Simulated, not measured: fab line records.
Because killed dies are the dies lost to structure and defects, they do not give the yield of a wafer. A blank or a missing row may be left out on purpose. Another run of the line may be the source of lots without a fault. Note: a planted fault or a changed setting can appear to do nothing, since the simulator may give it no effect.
fab line records | flow n5-finfet
[record] lots = 9 wafers = 27 last-day = 18
route steps=1938 shown BEOL_M5@1112 PASSIVATION@1936
lots that met no fault: taken from a fault-free run of the same line
start-h: the number of hours between the record's first day and the start of the first shown wafer of the lot | wait-h: time in hours since the lot's previous step | " same as the row above | L1.1+2: one row covering several wafers at once | - no value, or no start given | * or withheld: withheld | < > ~ a bound
route shown NAME@n: NAME is a module with steps in the file, n the number in the route of the first one | usual: average and standard deviation across the fault-free wafers | same: alike in all rows | chamber/n: place in a boat | sites: each site's reading | _std_site: how widely they spread, as a standard deviation | _edge_site: mean of outer sites minus mean of inner sites | radius-mm: how far each site lies from the wafer's centre | mask NAME#n: copy n | behind: the tool/chamber that last shaped the wafer | hold: why the lot went on hold/how many hours it stayed there/how the hold came to an end | device: the n, p or np transistor that did not switch | end of line: the route-end tests of the same wafers | where a step has no rows: the recipe by itself | killed: at the first sort, the dies lost to defects and structure; wafer yield is something else | map: per-die view of a wafer (x killed, . not killed, _ where there is no die)
set.NAME: the setting the step ran with; set.NAME@STEP: the setting that earlier step ran with | model.NAME: the simulator's own value behind a step, which no gauge read
the route's steps for a sample of lots (tables are steps, rows are wafers)
services: a tool's chamber out of use, with start hour (start-h, from the record's first day; less than 0 if before it), hours out, and reason
[[steps]]
[step N5_BEOL_M5_ILD_DEP_00]
[recipe] material = SiCOH_lowk target-thk-a = 1406.4 temp-c = 300 precursor = DEMS/porogen pressure-torr = 5 rf-w = 500 time-s = 25.9
[usual] heater-power-w = 323/35 showerhead-plenum-p-Torr = 5.746/0.015 throttle-valve-pct = 14.0/0.89
// columns lot.wafer tool chamber start-h wait-h heater-power-w showerhead-plenum-p-Torr throttle-valve-pct
L314.1 pecvd-02 2 176.46 0.8 331 5.758 13.9
L314.5 " 0 " " 333 5.748 15.4
L314.6 " 2 " " 270 5.758 14.0
L317.3 pecvd-02 1 198.40 0.5 357 5.765 14.0
L317.5 " 2 " " 298 5.754 14.3
L317.6 " 1 " " 368 5.761 14.2
L318.2 pecvd-02 0 201.34 0.7 338 5.723 15.3
L318.5 " 0 " " 339 5.732 14.9
L318.6 " 2 " " 300 5.747 14.2
L320.1 pecvd-02 1 214.42 0.8 363 5.753 14.0
L320.4 " 0 " " 343 5.724 15.1
L320.6 " 1 " " 369 5.744 14.2
L321.1 pecvd-02 1 221.20 0.8 358 5.746 14.1
L321.2 " 2 " " 278 5.747 14.1
L321.5 " 2 " " 281 5.754 14.1
L334.2 pecvd-01 1 295.78 0.7 327 5.716 13.2
L334.3 " 1 " " 330 5.719 13.2
L334.4 " 2 " " 318 5.742 11.9
L332.1 pecvd-02 1 318.29 0.8 337 5.740 13.7
L332.4 " 2 " " 337 5.744 13.9
L332.5 " 0 " " 336 5.729 15.2
L335.2 pecvd-02 1 323.82 0.7 375 5.763 14.0
L335.3 " 2 " " 308 5.757 14.4
L335.6 " 1 " " 303 5.753 14.1
L336.1 pecvd-03 0 340.82 0.8 304 5.762 13.6
L336.5 " 2 " " 322 5.755 13.4
L336.6 " 0 " " 321 5.731 13.6
[step N5_BEOL_M5_INSPECT_13]
[recipe] mode = adi inspect-instrument = brightfield
[usual] raw-defect-count = 405/77
// columns lot.wafer tool chamber start-h wait-h raw-defect-count
L314.1 defect-inspect-02 - 179.26 0.1 374
L314.5 " - " " 344
L314.6 " - " " 308
L317.3 defect-inspect-02 - 200.56 0.0 422
L317.5 " - " " 459
L317.6 " - " " 629
L318.2 defect-inspect-02 - 203.41 0.0 406
L318.5 " - " " 381
L318.6 " - " " 527
L320.1 defect-inspect-02 - 217.23 0.1 667
L320.4 " - " " 643
L320.6 " - " " 687
L321.1 defect-inspect-02 - 223.87 0.1 809
L321.2 " - " " 888
L321.5 " - " " 908
L334.2 defect-inspect-01 - 298.00 0.1 445
L334.3 " - " " 310
L334.4 " - " " 356
L332.1 defect-inspect-01 - 319.85 0.1 401
L332.4 " - " " 330
L332.5 " - " " 472
L335.2 defect-inspect-02 - 325.83 0.0 337
L335.3 " - " " 388
L335.6 " - " " 420
L336.1 defect-inspect-01 - 342.53 0.1 447
L336.5 " - " " 348
L336.6 " - " " 413
[step N5_BEOL_M5_DESCUM_16]
[recipe] chemistry = O2 time-s = 7 source-power-w = 50 bias-power-w = 20 pressure-mtorr = 20 rf-frequency-hz = 2.712e+07 temp-c = 40 resist = CAR-EUV o2-flow-sccm = 225
[usual] drypump-motor-current-A = 5.6/0.47 o2-flow-sccm = 224.9/0.64 oes-product-au = 0.77/0.09 rf-vpp-V = 243.2/1.3 showerhead-plenum-p-Torr = 2.10/0.059 throttle-valve-pct = 20.54/0.23
// columns lot.wafer tool chamber start-h wait-h drypump-motor-current-A o2-flow-sccm oes-product-au rf-hours-counter-h rf-vpp-V showerhead-plenum-p-Torr throttle-valve-pct
L314.1 rie-diel-03 3 179.30 0.0 5.6 225.6 0.77 159 244.8 2.19 20.79
L314.5 " 3 " " 5.6 224.9 0.76 - 244.5 2.19 20.81
L314.6 " 0 " " 5.5 224.9 0.86 - 243.0 2.04 20.47
L317.3 rie-diel-04 0 200.82 0.3 6.1 224.8 0.73 192 242.0 2.08 20.51
L317.5 " 0 " " 6.1 225.5 0.73 - 241.1 2.08 20.50
L317.6 " 1 " " 5.5 223.9 0.78 - 241.9 2.11 20.76
L318.2 rie-diel-04 0 203.44 0.0 6.1 224.1 0.73 193 243.3 2.08 20.50
L318.5 " 2 " " 6.6 226.8 0.68 - 242.7 1.97 20.42
L318.6 " 3 " " 5.0 225.7 0.69 - 242.9 2.07 20.70
L320.1 rie-diel-04 3 217.26 0.0 5.0 225.4 0.68 246 241.8 2.07 20.72
L320.4 " 0 " " 6.1 225.8 0.72 196 242.2 2.08 20.51
L320.6 " 3 " " 5.0 224.4 0.68 - 240.8 2.07 20.69
L321.1 rie-diel-05 2 224.16 0.3 5.3 225.1 0.71 189 243.6 2.09 20.44
L321.2 " 0 " " 5.8 225.9 0.71 201 244.4 2.19 20.73
L321.5 " 2 " " 5.3 226.0 0.72 - 242.7 2.09 20.43
L334.2 rie-diel-05 2 298.03 0.0 5.3 225.2 0.70 213 243.4 2.08 20.46
L334.3 " 3 " " 5.8 224.5 0.71 198 244.0 2.07 20.57
L334.4 " 1 " " 5.6 225.3 0.69 218 242.7 2.07 20.60
L332.1 rie-diel-05 0 319.89 0.0 5.8 225.0 0.69 231 243.4 2.18 20.79
L332.4 " 2 " " 5.3 223.8 0.70 220 241.6 2.08 20.49
L332.5 " 1 " " 5.6 224.7 0.69 - 242.8 2.07 20.62
L335.2 rie-diel-04 3 325.86 0.0 4.9 225.9 0.92 15 243.5 2.06 20.40
L335.3 " 2 " " 6.5 225.1 0.91 19 245.0 2.23 20.01
L335.6 " 3 " " 5.0 225.4 0.93 - 242.1 2.06 20.39
L336.1 rie-diel-04 1 342.56 0.0 5.5 224.0 0.74 163 243.0 2.09 20.84
L336.5 " 0 " " 6.2 225.1 0.70 - 242.9 2.07 20.58
L336.6 " 3 " " 5.0 224.4 0.92 - 242.1 2.06 20.41
[step N5_BEOL_M5_ETCH_62]
[recipe] chemistry = N2/H2 target = SOC target-depth-a = 750 overetch-a = 150 mask-material = SiARC temp-c = 40 time-s = 112.5 ion-energy-ev = 200 pressure-mtorr = 30 source-w = 840 bias-w = 150 n2-flow-sccm = 200 h2-flow-sccm = 200
[usual] drypump-motor-current-A = 5.6/0.47 oes-product-au = 0.61/0.066 rf-vpp-V = 523.9/2.1 showerhead-plenum-p-Torr = 2.54/0.069 throttle-valve-pct = 17.87/0.23
// columns lot.wafer tool chamber start-h wait-h drypump-motor-current-A oes-product-au rf-hours-counter-h rf-vpp-V showerhead-plenum-p-Torr throttle-valve-pct
L314.1 rie-diel-03 3 179.38 0.0 5.6 0.59 159 527.5 2.64 18.03
L314.5 " 3 " " 5.6 0.59 - 526.6 2.64 18.03
L314.6 " 0 " " 5.5 0.68 - 522.0 2.48 17.80
L317.3 rie-diel-04 0 200.90 0.0 6.1 0.58 192 523.6 2.54 18.00
L317.5 " 0 " " 6.2 0.57 - 523.3 2.54 18.01
L317.6 " 1 " " 5.6 0.61 - 524.3 2.55 18.08
L318.2 rie-diel-04 0 203.52 0.0 6.2 0.58 193 522.9 2.53 18.02
L318.5 " 2 " " 6.6 0.54 - 518.6 2.41 18.00
L318.6 " 3 " " 5.0 0.54 - 522.6 2.48 17.85
L320.1 rie-diel-04 3 217.34 0.0 5.0 0.54 246 524.5 2.48 17.86
L320.4 " 0 " " 6.1 0.57 197 523.4 2.53 18.03
L320.6 " 3 " " 5.0 0.54 - 523.3 2.48 17.85
L321.1 rie-diel-05 2 224.24 0.0 5.3 0.57 189 522.4 2.52 17.72
L321.2 " 0 " " 5.8 0.57 201 527.7 2.62 17.89
L321.5 " 2 " " 5.3 0.58 - 524.4 2.52 17.74
L334.2 rie-diel-05 2 298.11 0.0 5.2 0.56 213 523.9 2.51 17.76
L334.3 " 3 " " 5.8 0.57 198 522.4 2.53 18.13
L334.4 " 1 " " 5.6 0.55 218 522.4 2.53 18.06
L332.1 rie-diel-05 0 319.97 0.0 5.8 0.55 231 526.4 2.61 17.94
L332.4 " 2 " " 5.3 0.56 220 523.1 2.51 17.76
L332.5 " 1 " " 5.6 0.55 - 522.7 2.53 18.05
L335.2 rie-diel-04 3 325.94 0.0 5.0 0.73 15 522.4 2.47 17.48
L335.3 " 2 " " 6.6 0.72 20 527.6 2.71 17.57
L335.6 " 3 " " 5.0 0.73 - 521.3 2.47 17.47
L336.1 rie-diel-04 1 342.64 0.0 5.5 0.59 163 523.8 2.53 18.17
L336.5 " 0 " " 6.2 0.54 - 524.3 2.52 18.09
L336.6 " 3 " " 5.0 0.72 - 522.9 2.47 17.48
[step N5_BEOL_M5_STRIP_64]
[recipe] chemistry = CF4 resist = SiARC power-w = 300 bias-power-w = 75 pressure-mtorr = 50 cf4-flow-sccm = 150 rf-frequency-hz = 6e+07
[usual] drypump-motor-current-A = 5.6/0.47 oes-product-au = 0.76/0.082 power-w = 299.9/0.98 rf-vpp-V = 271.3/1.3 showerhead-plenum-p-Torr = 1.80/0.047 throttle-valve-pct = 13.65/0.25
// columns lot.wafer tool chamber start-h wait-h drypump-motor-current-A oes-product-au power-w rf-hours-counter-h rf-vpp-V showerhead-plenum-p-Torr throttle-valve-pct
L314.1 rie-diel-03 3 179.50 0.0 5.6 0.74 298.3 159 270.9 1.86 13.93
L314.5 " 3 " " 5.6 0.74 299.6 - 272.4 1.86 13.91
L314.6 " 0 " " 5.5 0.85 300.6 - 269.6 1.75 13.47
L317.3 rie-diel-04 0 201.03 0.0 6.1 0.72 301.1 192 270.7 1.79 13.68
L317.5 " 0 " " 6.1 0.72 300.0 - 270.7 1.79 13.68
L317.6 " 1 " " 5.5 0.77 300.4 - 273.1 1.81 13.86
L318.2 rie-diel-04 0 203.65 0.0 6.2 0.73 297.5 193 272.0 1.79 13.68
L318.5 " 2 " " 6.5 0.68 301.2 - 268.9 1.70 13.64
L318.6 " 3 " " 4.9 0.68 300.1 - 269.7 1.76 13.83
L320.1 rie-diel-04 3 217.47 0.0 5.0 0.67 299.3 246 271.9 1.76 13.85
L320.4 " 0 " " 6.2 0.73 299.8 197 271.4 1.79 13.69
L320.6 " 3 " " 4.9 0.67 299.9 - 269.8 1.76 13.84
L321.1 rie-diel-05 2 224.37 0.0 5.2 0.71 299.2 189 271.3 1.77 13.53
L321.2 " 0 " " 5.8 0.71 299.7 201 271.9 1.85 13.80
L321.5 " 2 " " 5.2 0.71 299.2 - 271.6 1.77 13.51
L334.2 rie-diel-05 2 298.24 0.0 5.2 0.70 298.0 213 270.3 1.77 13.56
L334.3 " 3 " " 5.8 0.72 300.0 199 272.8 1.78 13.78
L334.4 " 1 " " 5.6 0.69 301.5 218 271.0 1.77 13.79
L332.1 rie-diel-05 0 320.09 0.0 5.8 0.69 299.8 231 270.7 1.85 13.90
L332.4 " 2 " " 5.2 0.69 299.2 220 271.4 1.77 13.59
L332.5 " 1 " " 5.6 0.69 300.6 - 270.3 1.77 13.81
L335.2 rie-diel-04 3 326.07 0.0 5.0 0.91 299.7 15 271.6 1.76 13.32
L335.3 " 2 " " 6.5 0.90 299.9 20 272.6 1.90 13.10
L335.6 " 3 " " 4.9 0.91 299.8 - 270.9 1.76 13.33
L336.1 rie-diel-04 1 342.77 0.0 5.5 0.74 298.6 163 272.2 1.79 13.99
L336.5 " 0 " " 6.1 0.69 299.7 - 270.9 1.78 13.80
L336.6 " 3 " " 5.0 0.90 300.3 - 271.2 1.76 13.33
[step N5_BEOL_M5_INSPECT_30]
[recipe] mode = adi inspect-instrument = brightfield
[usual] raw-defect-count = 399/82
// columns lot.wafer tool chamber start-h wait-h raw-defect-count
L314.1 defect-inspect-01 - 180.28 0.1 355
L314.5 " - " " 332
L314.6 " - " " 277
L317.3 defect-inspect-02 - 201.90 0.0 429
L317.5 " - " " 435
L317.6 " - " " 677
L318.2 defect-inspect-01 - 206.27 0.0 411
L318.5 " - " " 345
L318.6 " - " " 502
L320.1 defect-inspect-01 - 219.54 0.1 678
L320.4 " - " " 624
L320.6 " - " " 685
L321.1 defect-inspect-02 - 227.98 0.1 814
L321.2 " - " " 851
L321.5 " - " " 918
L334.2 defect-inspect-01 - 300.34 0.0 436
L334.3 " - " " 346
L334.4 " - " " 324
L332.1 defect-inspect-01 - 321.31 0.1 378
L332.4 " - " " 350
L332.5 " - " " 476
L335.2 defect-inspect-02 - 329.06 0.0 360
L335.3 " - " " 398
L335.6 " - " " 429
L336.1 defect-inspect-02 - 345.95 0.1 468
L336.5 " - " " 359
L336.6 " - " " 438
[step N5_PASSIVATION_PROBE_49]
[usual] defect-limited-yield = 91.4/1.3 killed_at_M0_to_M3 = 34/10 killed_at_M4_up = 14/5.6 killed-at-contacts = 13/5.9 killed-at-front-end = 37/9.9 killed-at-other = 3.5/2.8 killed-dies = 101/15 killed-open = 67/12 killed-short = 32/6.6 sort_bin_5_function = 5.0/0.81 sort_bin_6_memory = 3.2/0.66 sort-n-pass = 1079/15 sort-yield-pct = 91.4/1.3
[same] gross-dies = 1180 killed-at-back-side = 0 sort_bin_4_leakage[%] = 0 sort_bin_8_speed[%] = 0
// columns lot.wafer tool chamber start-h wait-h defect-limited-yield[%] killed_at_M0_to_M3 killed_at_M4_up killed-at-contacts killed-at-front-end killed-at-other killed-dies killed-open killed-short sort_bin_5_function[%] sort_bin_6_memory[%] sort-n-pass sort-yield-pct[%]
L320.1 prober-01 - 316.64 0.0 82.5 26 119 11 45 5 206 62 33 11.5 4.4 974 82.5
L320.4 prober-01 - 316.79 0.2 82.5 31 99 21 50 5 206 83 46 11.5 4.5 974 82.5
L320.6 prober-01 - 316.89 0.3 82.5 36 118 7 39 6 206 64 33 11.4 4.1 974 82.5
L321.1 prober-01 - 328.61 0.0 86.1 17 121 3 22 1 164 38 16 9.4 3.2 1016 86.1
L321.2 prober-01 - 328.66 0.1 87.2 26 72 8 41 4 151 53 37 7.6 3.4 1029 87.2
L321.5 prober-01 - 328.81 0.2 88.4 15 76 6 36 4 137 53 20 7.1 3.2 1043 88.4
// killed by level:class
L320.1 BEOL_M5:unspecified=108 STI_FIN_REVEAL:geometric-particle:open=12 MOL_CONTACT_COAG:geometric-particle:open=10 FIN_SAQP:geometric-particle:short=7 BEOL_M1:geometric-particle:open=7 FIN_SAQP:geometric-particle:open=5 STI_FIN_REVEAL:geometric-particle:short=5 BEOL_M4:geometric-particle:open=5
L320.4 BEOL_M5:unspecified=76 FIN_SAQP:geometric-particle:short=19 MOL_CONTACT_COAG:geometric-particle:open=16 FIN_SAQP:geometric-particle:open=12 BEOL_M4:geometric-particle:open=10 BEOL_M1:geometric-particle:open=10 BEOL_M0_SAQP:geometric-particle:open=9 STI_FIN_REVEAL:geometric-particle:open=5
L320.6 BEOL_M5:unspecified=108 DUMMY_GATE:geometric-particle:open=9 BEOL_M1:geometric-particle:open=8 STI_FIN_REVEAL:geometric-particle:open=7 MOL_CONTACT_COAG:geometric-particle:open=7 BEOL_M0:geometric-particle:open=7 GATE_CUT:geometric-particle:short=5 BEOL_M0:geometric-particle:short=5
L321.1 BEOL_M5:unspecified=110 FIN_SAQP:geometric-particle:open=10 BEOL_M2:geometric-particle:open=5 BEOL_M4:geometric-particle:open=4 GATE_CUT:geometric-particle:short=4 STI_FIN_REVEAL:geometric-particle:open=3 MOL_CONTACT_COAG:geometric-particle:open=3 BEOL_M1:geometric-particle:short=3
L321.2 BEOL_M5:unspecified=60 FIN_SAQP:geometric-particle:open=18 FIN_SAQP:geometric-particle:short=9 BEOL_M4:geometric-particle:open=7 BEOL_M0_SAQP:geometric-particle:short=6 BEOL_M2:geometric-particle:open=6 DUMMY_GATE:geometric-particle:open=5 MOL_CONTACT_COAG:geometric-particle:open=5
L321.5 BEOL_M5:unspecified=64 FIN_SAQP:geometric-particle:open=17 FIN_SAQP:geometric-particle:short=9 BEOL_M5:geometric-particle:open=6 BEOL_M1:geometric-particle:open=5 MOL_CONTACT_COAG:geometric-particle:open=4 BEOL_M0_SAQP:geometric-particle:short=4 STARTING-WAFER:geometric-particle:short=3
[[services]]
// columns tool chamber start-h hours kind
rie-diel-04 3 164.80 1.4 repair
pecvd-01 - 167.41 28.1 pm
pecvd-02 1 176.31 5.5 scheduled-down
pecvd-02 - 193.63 1.1 repair
rie-diel-03 1 194.09 2.4 repair
pecvd-03 - 200.41 0.4 repair
pecvd-03 0 214.70 6.0 repair
pecvd-02 2 227.03 2.5 repair
rie-diel-04 3 230.43 - clean
rie-diel-04 3 230.43 - consumable-replace:focus-ring
rie-diel-04 3 230.43 24.4 scheduled-down
rie-diel-04 3 230.43 24.4 vent-cycle
rie-diel-03 1 238.76 4.5 repair
rie-diel-04 2 254.91 - clean
rie-diel-04 2 254.91 - consumable-replace:focus-ring
rie-diel-04 2 254.91 - consumable-replace:showerhead
rie-diel-04 2 254.91 16.8 scheduled-down
rie-diel-04 2 254.91 16.8 vent-cycle
pecvd-01 0 272.18 70.1 repair
rie-diel-04 3 285.00 27.2 repair
pecvd-03 - 309.27 0.5 repair
rie-diel-04 0 322.48 6.7 repair
pecvd-02 0 322.80 - clean
pecvd-02 - 326.81 1.8 repair
[[key]]
[first-sign] step = N5_BEOL_M5_INSPECT_13 reading = raw-defect-count direction = up sigmas = 4.7 usual = 405 struck = 767
[effect] step = N5_BEOL_M5_INSPECT_30 reading = raw-defect-count direction = up sigmas = 4.4 usual = 399 struck = 762
[effect] step = N5_PASSIVATION_PROBE_49 reading = killed_at_M4_up direction = up sigmas = 15 usual = 14 struck = 101
[more-kills-born-at] N5_BEOL_M5_ILD_DEP_00@pecvd-02 = 526
met-at N5_BEOL_M5_ILD_DEP_00
struck-lots L320,L321
not-acting-at N5_BEOL_M5_DESCUM_16,N5_BEOL_M5_ETCH_62,N5_BEOL_M5_STRIP_64
onset-between 201.34 214.42
[fault] kind = chamber-particle-source tool = pecvd-02 chamber = - onset-h = 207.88 steps = N5_BEOL_M5_ILD_DEP_00 rate-per-visit-cm2 = 0.56434 end-h = 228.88
